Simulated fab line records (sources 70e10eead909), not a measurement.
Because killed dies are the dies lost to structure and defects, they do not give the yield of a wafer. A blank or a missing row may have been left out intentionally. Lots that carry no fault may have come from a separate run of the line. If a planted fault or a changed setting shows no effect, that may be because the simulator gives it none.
Matching of chambers	flow nand-harc	3 sister chambers for NHARC_A_M1_DEP_33 on pecvd-04
The step deposits SiCN, target thk 30 nm. 3 wafers are shown with their chamber, then 7 later ones without.

== WAFERS WITH THEIR CHAMBER ==
wafer	chamber	heater-power-w (W)
L808.4	1	618
L809.1	2	644
L809.5	0	546

== WAFERS MISSING THEIR CHAMBER ==
wafer	heater-power-w (W)
L809.6	616
L812.1	566
L812.4	684
L812.5	579
L813.3	604
L813.4	481
L813.5	576

== THE CHAMBER EACH PASSED THROUGH ==
wafer	from the rows above	in truth
L809.6	can't be placed: 1 or 2 or 0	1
L812.1	can't be placed: 0 or 1 or 2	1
L812.4	can't be placed: 2 or 1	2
L812.5	can't be placed: 0 or 1 or 2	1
L813.3	can't be placed: 1 or 2 or 0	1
L813.4	0	0
L813.5	can't be placed: 0 or 1 or 2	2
Correct placement for 1 of the 7. Can't be placed from these rows: 6 (the true chamber is among the candidates in 6). Placed wrongly: 0.
How it was worked out, from the rows above alone: a wafer's distance from a chamber is the root of the sum, over the readings, of the square of ((its reading less the chamber's mean) divided by the reading's scatter). The wafer belongs to the nearest chamber; if the next one is less than 2 further off, it can't be placed. The mean given for a chamber averages the wafers shown for that chamber. The scatter: with one shown wafer a chamber, the root of the mean of the squares of how far each hidden wafer lies from its nearest shown one.
